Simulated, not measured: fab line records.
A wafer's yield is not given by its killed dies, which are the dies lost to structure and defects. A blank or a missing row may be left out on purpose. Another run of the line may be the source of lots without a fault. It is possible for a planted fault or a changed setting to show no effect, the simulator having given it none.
Which tool was responsible? -- flow nand_harc -- Sampling: 24 lots, 72 wafers, 6 of 1159 route steps

== WHAT THE GAUGES READ, wafer by wafer ==
The record holds no reading of a measuring or inspecting step that can be judged against a usual standard deviation.

== WHICH TOOL RAN EACH LOT (tool, then ch and the chambers of the sampled wafers, then the start) ==
lot,NHARC_A_STAIRCASE_TRIM_24,NHARC_A_STAIRCASE_TRIM_26,NHARC_A_STAIRCASE_ETCH_188,NHARC_A_STAIRCASE_TRIM_191,NHARC_A_STAIRCASE_ETCH_192,NHARC_A_STAIRCASE_STRIP_254
L075,"rie_diel-06 ch 0,1, day 11 04:26 or earlier","rie_diel-06 ch 0,1,2, day 11 04:26 or earlier","rie_diel-02 ch 0,2,3, day 11 04:26 or earlier","rie_diel-06 ch 0,1,3, day 11 04:26 or earlier","rie_diel-06 ch 1,3, day 11 04:26 or earlier","plasma_asher-01 ch 0,1, day 11 04:26"
L074,"rie_diel-06 ch 2,3, day 11 07:50 or earlier","rie_diel-06 ch 1,2,3, day 11 07:50 or earlier","rie_diel-06 ch 0,1,2, day 11 07:50 or earlier","rie_diel-06 ch 0,2, day 11 07:50 or earlier","rie_diel-06 ch 0,3, day 11 07:50 or earlier","plasma_asher-01 ch 0,1, day 11 07:50"
L078,"rie_diel-06 ch 0,1,2, day 12 00:04 or earlier","rie_diel-06 ch 0,1,2, day 12 00:04 or earlier","rie_diel-06 ch 0,1,3, day 12 00:04 or earlier","rie_diel-06 ch 0,2,3, day 12 00:04 or earlier","rie_diel-06 ch 0,1,2, day 12 00:04 or earlier","plasma_asher-01 ch 0,1, day 12 00:04"
L076,"rie_diel-02 ch 0,2,3, day 12 00:59 or earlier","rie_diel-02 ch 0,2, day 12 00:59 or earlier","rie_diel-06 ch 1,3, day 12 00:59 or earlier","rie_diel-06 ch 0,2,3, day 12 00:59 or earlier","rie_diel-06 ch 0,1,3, day 12 00:59 or earlier","plasma_asher-01 ch 0,1, day 12 00:59"
L077,"rie_diel-06 ch 0,1,3, day 12 02:59 or earlier","rie_diel-06 ch 0,1,3, day 12 02:59 or earlier","rie_diel-06 ch 0,2, day 12 02:59 or earlier","rie_diel-06 ch 0,1, day 12 02:59 or earlier","rie_diel-06 ch 0,2, day 12 02:59 or earlier","plasma_asher-01 ch 1, day 12 02:59"
L079,"rie_diel-02 ch 0,3, day 12 13:19 or earlier","rie_diel-02 ch 0,2,3, day 12 13:19 or earlier","rie_diel-06 ch 1,2,3, day 12 13:19 or earlier","rie_diel-06 ch 0,3, day 12 13:19 or earlier","rie_diel-06 ch 1,3, day 12 13:19 or earlier","plasma_asher-02 ch 1, day 12 13:19"
L080,"rie_diel-06 ch 0,1,2, day 12 15:48 or earlier","rie_diel-06 ch 0,1,3, day 12 15:48 or earlier","rie_diel-07 ch 2,3, day 12 15:48 or earlier","rie_diel-07 ch 0,1, day 12 15:48 or earlier","rie_diel-07 ch 0,1, day 12 15:48 or earlier","plasma_asher-02 ch 0,1, day 12 15:48"
L081,"rie_diel-06 ch 0,1, day 13 02:05 or earlier","rie_diel-06 ch 0,1,3, day 13 02:05 or earlier","rie_diel-02 ch 1,3, day 13 02:05 or earlier","rie_diel-02 ch 0,1,2, day 13 02:05 or earlier","rie_diel-02 ch 2,3, day 13 02:05 or earlier","plasma_asher-01 ch 0,1, day 13 02:05"
L082,"rie_diel-06 ch 0,2,3, day 13 10:44 or earlier","rie_diel-06 ch 2,3, day 13 10:44 or earlier","rie_diel-02 ch 1,3, day 13 10:44 or earlier","rie_diel-02 ch 0,1,2, day 13 10:44 or earlier","rie_diel-02 ch 1,2,3, day 13 10:44 or earlier","plasma_asher-01 ch 0, day 13 10:44"
L085,"rie_diel-02 ch 0,1,2, day 13 19:14 or earlier","rie_diel-02 ch 0,2, day 13 19:14 or earlier","rie_diel-07 ch 2,3, day 13 19:14 or earlier","rie_diel-07 ch 0,3, day 13 19:14 or earlier","rie_diel-07 ch 0,3, day 13 19:14 or earlier","plasma_asher-02 ch 0,1, day 13 19:14"
L083,"rie_diel-06 ch 0,1,3, day 13 18:10 or earlier","rie_diel-06 ch 0,1,2, day 13 18:10 or earlier","rie_diel-06 ch 0,2,3, day 13 18:10 or earlier","rie_diel-06 ch 1,2,3, day 13 18:10 or earlier","rie_diel-06 ch 1,2,3, day 13 18:10 or earlier","plasma_asher-02 ch 0,1, day 13 18:10"
L084,"rie_diel-06 ch 0,2,3, day 13 20:31 or earlier","rie_diel-06 ch 1,2,3, day 13 20:31 or earlier","rie_diel-02 ch 0,1,2, day 13 20:31 or earlier","rie_diel-02 ch 0,1,3, day 13 20:31 or earlier","rie_diel-02 ch 0,3, day 13 20:31 or earlier","plasma_asher-01 ch 0,1, day 13 20:31"
L086,"rie_diel-07 ch 0,2,3, day 14 21:42 or earlier","rie_diel-07 ch 0,1,3, day 14 21:42 or earlier","rie_diel-07 ch 0,2, day 14 21:42 or earlier","rie_diel-07 ch 2,3, day 14 21:42 or earlier","rie_diel-07 ch 0,1, day 14 21:42 or earlier","plasma_asher-02 ch 0,1, day 14 21:42"
L087,"rie_diel-06 ch 1,2, day 14 22:01 or earlier","rie_diel-06 ch 1,3, day 14 22:01 or earlier","rie_diel-02 ch 1,2,3, day 14 22:01 or earlier","rie_diel-02 ch 0,2, day 14 22:01 or earlier","rie_diel-02 ch 0,2,3, day 14 22:01 or earlier","plasma_asher-01 ch 0,1, day 14 22:01"
L088,"rie_diel-06 ch 1,2,3, day 15 01:07 or earlier","rie_diel-06 ch 1,2, day 15 01:07 or earlier","rie_diel-06 ch 0,1, day 15 01:07 or earlier","rie_diel-06 ch 0,1,3, day 15 01:07 or earlier","rie_diel-06 ch 0,1,3, day 15 01:07 or earlier","plasma_asher-02 ch 1, day 15 01:07"
L089,"rie_diel-07 ch 2,3, day 15 05:16 or earlier","rie_diel-07 ch 2,3, day 15 05:16 or earlier","rie_diel-07 ch 0,1,3, day 15 05:16 or earlier","rie_diel-07 ch 0,3, day 15 05:16 or earlier","rie_diel-07 ch 0,1,3, day 15 05:16 or earlier","plasma_asher-01 ch 0,1, day 15 05:16"
L090,"rie_diel-06 ch 0,1, day 15 12:32 or earlier","rie_diel-06 ch 1,2,3, day 15 12:32 or earlier","rie_diel-07 ch 1,2,3, day 15 12:32 or earlier","rie_diel-07 ch 0,3, day 15 12:32 or earlier","rie_diel-07 ch 1,2, day 15 12:32 or earlier","plasma_asher-01 ch 0, day 15 12:32"
L091,"rie_diel-07 ch 0,1,2, day 15 18:51 or earlier","rie_diel-07 ch 0,1,3, day 15 18:51 or earlier","rie_diel-02 ch 1,2,3, day 15 18:51 or earlier","rie_diel-02 ch 1,2,3, day 15 18:51 or earlier","rie_diel-02 ch 2,3, day 15 18:51 or earlier","plasma_asher-01 ch 0,1, day 15 18:51"
L092,"rie_diel-07 ch 0,1, day 16 00:51 or earlier","rie_diel-07 ch 0,2, day 16 00:51 or earlier","rie_diel-07 ch 1,3, day 16 00:51 or earlier","rie_diel-07 ch 0,3, day 16 00:51 or earlier","rie_diel-07 ch 1,2,3, day 16 00:51 or earlier","plasma_asher-01 ch 0,1, day 16 00:51"
L093,"rie_diel-06 ch 0,1,2, day 16 10:50 or earlier","rie_diel-06 ch 0,1, day 16 10:50 or earlier","rie_diel-02 ch 1,2, day 16 10:50 or earlier","rie_diel-02 ch 2,3, day 16 10:50 or earlier","rie_diel-02 ch 1,2,3, day 16 10:50 or earlier","plasma_asher-02 ch 0,1, day 16 10:50"
L094,"rie_diel-02 ch 1,3, day 16 12:35 or earlier","rie_diel-02 ch 1,2,3, day 16 12:35 or earlier","rie_diel-02 ch 1,3, day 16 12:35 or earlier","rie_diel-02 ch 1,3, day 16 12:35 or earlier","rie_diel-02 ch 1,3, day 16 12:35 or earlier","plasma_asher-01 ch 0, day 16 12:35"
L096,"rie_diel-06 ch 0,3, day 16 18:37 or earlier","rie_diel-06 ch 0,1,3, day 16 18:37 or earlier","rie_diel-07 ch 0,1,2, day 16 18:37 or earlier","rie_diel-07 ch 0,1, day 16 18:37 or earlier","rie_diel-07 ch 0,1,2, day 16 18:37 or earlier","plasma_asher-01 ch 0,1, day 16 18:37"
L095,"rie_diel-06 ch 0,1,2, day 16 23:37 or earlier","rie_diel-06 ch 1,2,3, day 16 23:37 or earlier","rie_diel-02 ch 1,2,3, day 16 23:37 or earlier","rie_diel-02 ch 0,1,3, day 16 23:37 or earlier","rie_diel-02 ch 0,1,3, day 16 23:37 or earlier","plasma_asher-02 ch 0,1, day 16 23:37"
L097,"rie_diel-06 ch 0,1,2, day 17 17:35 or earlier","rie_diel-06 ch 0,1, day 17 17:35 or earlier","rie_diel-06 ch 0,1,2, day 17 17:35 or earlier","rie_diel-06 ch 1,2, day 17 17:35 or earlier","rie_diel-06 ch 0,2, day 17 17:35 or earlier","plasma_asher-01 ch 0,1, day 17 17:35"
- NHARC_A_STAIRCASE_TRIM_24: chemistry O2, time 211.2 s.
- NHARC_A_STAIRCASE_TRIM_26: chemistry O2, time 211.2 s.
- NHARC_A_STAIRCASE_ETCH_188: etches the open film in C4F8/O2, target depth 100 nm, time 40.5 s.
- NHARC_A_STAIRCASE_TRIM_191: chemistry O2, time 211.2 s.
- NHARC_A_STAIRCASE_ETCH_192: etches the open film in C4F8/O2, target depth 100 nm, time 40.5 s.
- NHARC_A_STAIRCASE_STRIP_254: strips in O2.

== WHAT THE TOOLS THEMSELVES READ (means of the sampled wafers that have a number; where no wafer has one, the mark that the record gives instead) ==
NHARC_A_STAIRCASE_TRIM_24.
lot,tool,drypump_motor_current_A (A),oes_product_au (a.u.),rf_vpp_V (V),showerhead_plenum_p_Torr (Torr),throttle_valve_pct (%)
L075,rie_diel-06,6.4,0.988,57.4,3.42,17.043
L074,rie_diel-06,6.0,1.000,57.1,3.61,17.035
L078,rie_diel-06,6.3,0.999,57.7,3.50,17.036
L076,rie_diel-02,6.0,0.986,57.5,3.39,17.032
L077,rie_diel-06,6.1,1.003,57.8,3.49,17.027
L079,rie_diel-02,5.7,0.991,56.7,3.27,17.033
L080,rie_diel-06,6.4,0.997,56.9,3.49,17.043
L081,rie_diel-06,6.2,1.011,58.2,3.46,17.034
L082,rie_diel-06,6.2,1.008,58.5,3.52,17.044
L085,rie_diel-02,6.2,0.986,57.4,3.51,17.047
L083,rie_diel-06,6.1,1.007,57.4,3.49,17.039
L084,rie_diel-06,6.1,1.004,57.7,3.52,17.046
L086,rie_diel-07,6.0,0.996,58.6,3.70,17.035
L087,rie_diel-06,6.4,0.993,58.0,3.56,17.041
L088,rie_diel-06,6.2,0.993,57.8,3.56,17.036
L089,rie_diel-07,5.7,0.996,58.0,3.70,17.038
L090,rie_diel-06,6.3,1.010,57.2,3.40,17.040
L091,rie_diel-07,5.9,1.010,58.1,3.63,17.041
L092,rie_diel-07,5.7,1.016,56.9,3.54,17.039
L093,rie_diel-06,6.4,1.002,57.9,3.48,17.040
L094,rie_diel-02,6.4,1.007,58.3,3.71,17.028
L096,rie_diel-06,5.9,1.001,57.8,3.50,17.042
L095,rie_diel-06,6.3,0.996,57.6,3.47,17.043
L097,rie_diel-06,6.3,1.005,57.8,3.47,17.041

NHARC_A_STAIRCASE_TRIM_26.
lot,tool,drypump_motor_current_A (A),oes_product_au (a.u.),rf_vpp_V (V),showerhead_plenum_p_Torr (Torr),throttle_valve_pct (%)
L075,rie_diel-06,6.4,1.002,58.2,3.50,17.037
L074,rie_diel-06,6.1,1.003,58.5,3.58,17.035
L078,rie_diel-06,6.3,1.002,58.6,3.50,17.043
L076,rie_diel-02,6.1,0.984,58.1,3.50,17.025
L077,rie_diel-06,6.1,1.000,57.4,3.49,17.036
L079,rie_diel-02,6.0,0.988,57.0,3.39,17.037
L080,rie_diel-06,6.1,1.000,57.4,3.49,17.037
L081,rie_diel-06,6.1,1.005,57.4,3.49,17.042
L082,rie_diel-06,6.2,0.995,58.3,3.59,17.038
L085,rie_diel-02,5.9,0.985,57.9,3.38,17.044
L083,rie_diel-06,6.3,1.009,58.2,3.49,17.033
L084,rie_diel-06,6.1,0.993,57.6,3.57,17.041
L086,rie_diel-07,5.7,1.002,56.7,3.61,17.027
L087,rie_diel-06,6.1,1.000,57.8,3.53,17.037
L088,rie_diel-06,6.4,0.992,57.1,3.56,17.028
L089,rie_diel-07,5.9,0.990,58.0,3.72,17.039
L090,rie_diel-06,6.1,0.998,58.1,3.56,17.036
L091,rie_diel-07,5.7,1.000,57.6,3.61,17.039
L092,rie_diel-07,6.2,1.003,58.0,3.70,17.031
L093,rie_diel-06,6.3,1.015,57.9,3.40,17.045
L094,rie_diel-02,6.3,1.008,57.6,3.68,17.036
L096,rie_diel-06,6.1,0.997,57.7,3.47,17.031
L095,rie_diel-06,6.2,1.000,58.2,3.55,17.034
L097,rie_diel-06,6.3,1.007,57.6,3.44,17.036

NHARC_A_STAIRCASE_ETCH_188.
lot,tool,bias_w (W),oes_product_au (a.u.),rf_vpp_V (V)
L075,rie_diel-02,999.7,0.949,891
L074,rie_diel-06,1001.5,0.934,895
L078,rie_diel-06,999.4,0.945,894
L076,rie_diel-06,1001.2,0.925,896
L077,rie_diel-06,1002.2,0.947,893
L079,rie_diel-06,999.2,0.939,897
L080,rie_diel-07,1003.4,0.938,902
L081,rie_diel-02,996.5,0.947,892
L082,rie_diel-02,1001.9,0.938,896
L085,rie_diel-07,1002.4,0.939,902
L083,rie_diel-06,1003.2,0.951,896
L084,rie_diel-02,1000.0,0.942,897
L086,rie_diel-07,1003.5,0.956,903
L087,rie_diel-02,999.2,0.915,895
L088,rie_diel-06,997.3,0.956,892
L089,rie_diel-07,1000.3,0.943,899
L090,rie_diel-07,997.1,0.915,901
L091,rie_diel-02,997.8,0.939,901
L092,rie_diel-07,1001.8,0.931,899
L093,rie_diel-02,998.3,0.941,898
L094,rie_diel-02,999.5,0.931,902
L096,rie_diel-07,998.9,0.959,900
L095,rie_diel-02,998.4,0.956,901
L097,rie_diel-06,997.1,0.929,893

NHARC_A_STAIRCASE_TRIM_191.
lot,tool,drypump_motor_current_A (A),oes_product_au (a.u.),rf_vpp_V (V),showerhead_plenum_p_Torr (Torr),throttle_valve_pct (%)
L075,rie_diel-06,6.1,0.986,57.1,3.50,17.025
L074,rie_diel-06,6.4,0.999,58.4,3.52,17.036
L078,rie_diel-06,6.1,1.002,58.4,3.52,17.039
L076,rie_diel-06,6.2,0.994,57.9,3.52,17.040
L077,rie_diel-06,6.3,1.008,58.3,3.42,17.043
L079,rie_diel-06,6.1,1.002,57.9,3.45,17.039
L080,rie_diel-07,5.7,1.011,57.9,3.56,17.027
L081,rie_diel-02,6.2,0.989,56.9,3.51,17.043
L082,rie_diel-02,6.2,0.987,57.3,3.51,17.035
L085,rie_diel-07,6.0,1.008,58.1,3.68,17.037
L083,rie_diel-06,6.1,0.995,56.7,3.57,17.038
L084,rie_diel-02,6.1,0.986,57.7,3.40,17.043
L086,rie_diel-07,5.7,0.995,59.0,3.70,17.045
L087,rie_diel-02,5.9,0.988,56.8,3.37,17.036
L088,rie_diel-06,6.1,1.007,57.5,3.48,17.043
L089,rie_diel-07,6.0,0.989,58.3,3.67,17.036
L090,rie_diel-07,6.0,1.001,57.9,3.67,17.036
L091,rie_diel-02,6.3,1.003,57.8,3.69,17.041
L092,rie_diel-07,5.8,0.997,58.4,3.67,17.040
L093,rie_diel-02,6.2,0.996,57.6,3.66,17.045
L094,rie_diel-02,6.2,0.996,58.5,3.75,17.029
L096,rie_diel-07,5.7,1.009,57.9,3.54,17.038
L095,rie_diel-02,6.1,0.996,58.9,3.76,17.042
L097,rie_diel-06,6.4,0.992,58.5,3.54,17.030

NHARC_A_STAIRCASE_ETCH_192.
lot,tool,bias_w (W),oes_product_au (a.u.),rf_vpp_V (V)
L075,rie_diel-06,1002,0.943,897
L074,rie_diel-06,1000,0.935,894
L078,rie_diel-06,999,0.941,895
L076,rie_diel-06,1000,0.946,895
L077,rie_diel-06,998,0.941,893
L079,rie_diel-06,1005,0.951,897
L080,rie_diel-07,1001,0.958,897
L081,rie_diel-02,1000,0.941,895
L082,rie_diel-02,1002,0.935,895
L085,rie_diel-07,1001,0.933,901
L083,rie_diel-06,1002,0.921,898
L084,rie_diel-02,1000,0.937,887
L086,rie_diel-07,999,0.952,897
L087,rie_diel-02,999,0.925,890
L088,rie_diel-06,1001,0.943,894
L089,rie_diel-07,998,0.938,900
L090,rie_diel-07,1003,0.951,900
L091,rie_diel-02,997,0.936,900
L092,rie_diel-07,999,0.940,900
L093,rie_diel-02,1000,0.937,901
L094,rie_diel-02,1002,0.952,902
L096,rie_diel-07,999,0.958,900
L095,rie_diel-02,1003,0.938,905
L097,rie_diel-06,1000,0.927,894

NHARC_A_STAIRCASE_STRIP_254.
lot,tool,drypump_motor_current_A (A),heater_power_w (W)
L075,plasma_asher-01,5.6,302
L074,plasma_asher-01,5.8,292
L078,plasma_asher-01,5.6,295
L076,plasma_asher-01,5.6,303
L077,plasma_asher-01,5.3,302
L079,plasma_asher-02,5.8,283
L080,plasma_asher-02,6.0,299
L081,plasma_asher-01,5.8,301
L082,plasma_asher-01,6.2,296
L085,plasma_asher-02,6.2,314
L083,plasma_asher-02,6.0,297
L084,plasma_asher-01,5.6,303
L086,plasma_asher-02,6.0,303
L087,plasma_asher-01,5.6,308
L088,plasma_asher-02,5.8,278
L089,plasma_asher-01,5.6,310
L090,plasma_asher-01,6.1,294
L091,plasma_asher-01,5.6,305
L092,plasma_asher-01,5.6,306
L093,plasma_asher-02,6.2,308
L094,plasma_asher-01,6.1,298
L096,plasma_asher-01,5.6,309
L095,plasma_asher-02,6.0,291
L097,plasma_asher-01,5.8,303

== THE ANSWER, worked out from the rows above alone ==
Rule: what is usual is taken from the lots themselves. Put in order of their means at a reading, lots are off if they are a third of the lots or fewer, leave a main group of 4 or more, and stand apart from it by a gap of 3 or more times the standard deviation of the main group's means; of several such gaps the widest counts. If all means in a main group match to the digits the tables above print for the reading, that group is not used. A lot without any number at a reading at which 4 lots or more have one is off too. Where the step has rows for the other lots, those lots are counted as sound. After the gauges, taken in route order, come the tools' own readings; for these a lot's mean is taken, as printed above. The first step at which some lot is off is used, and at that step the reading that is off furthest; a lot without a number counts as furthest.
No lot is off at any reading shown: from this, nothing can be told.

== WHAT WAS PUT IN BY THE SIMULATOR ==
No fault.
